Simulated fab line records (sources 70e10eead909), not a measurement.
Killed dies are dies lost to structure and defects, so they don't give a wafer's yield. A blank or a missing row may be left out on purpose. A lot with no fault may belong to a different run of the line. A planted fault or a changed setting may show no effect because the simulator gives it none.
Chamber matching	flow nand_harc	NHARC_A_STAIRCASE_TRIM_20 on rie_diel-13 has 4 sister chambers
The step chemistry O2, time 211.2 s. 8 wafers are shown with their chamber, then 12 later ones without.

WAFERS WITH THEIR CHAMBER
wafer	chamber	drypump_motor_current_A (A)	showerhead_plenum_p_Torr (Torr)
L088.1	0	6.4	3.49
L088.6	3	5.9	3.36
L091.2	1	5.2	3.60
L091.4	0	6.4	3.48
L091.5	1	5.3	3.60
L091.1	3	5.8	3.35
L091.3	2	6.0	3.71
L091.6	2	6.0	3.71

WAFERS WHOSE CHAMBER IS MISSING
wafer	drypump_motor_current_A (A)	showerhead_plenum_p_Torr (Torr)
L092.1	6.0	3.71
L092.2	5.3	3.60
L092.3	5.8	3.35
L092.4	6.4	3.48
L092.5	6.1	3.71
L092.6	5.8	3.35
L093.1	6.0	3.71
L093.2	6.4	3.48
L093.6	6.0	3.71
L094.1	5.9	3.35
L094.2	6.4	3.48
L094.6	5.8	3.35

EACH ONE'S CHAMBER
wafer	from the rows above	in truth
L092.1	2	2
L092.2	1	1
L092.3	3	3
L092.4	0	0
L092.5	2	2
L092.6	3	3
L093.1	2	2
L093.2	0	0
L093.6	2	2
L094.1	3	3
L094.2	0	0
L094.6	3	3
Correctly placed: 12 of 12. Number that these rows cannot place: 0. Number placed wrongly: 0.
How it was worked out, from the rows above alone: a wafer's distance from a chamber is the root of the sum, over the readings, of the square of ((its reading less the chamber's mean) divided by the reading's scatter). If the next closest chamber is less than 2 further off than the closest, the wafer can't be placed; otherwise it belongs to the closest. Each chamber's mean is taken over the wafers shown for it. The scatter: take each reading less its chamber's mean, square it, sum over the shown wafers, divide by the number of wafers less the number of chambers, and take the root.
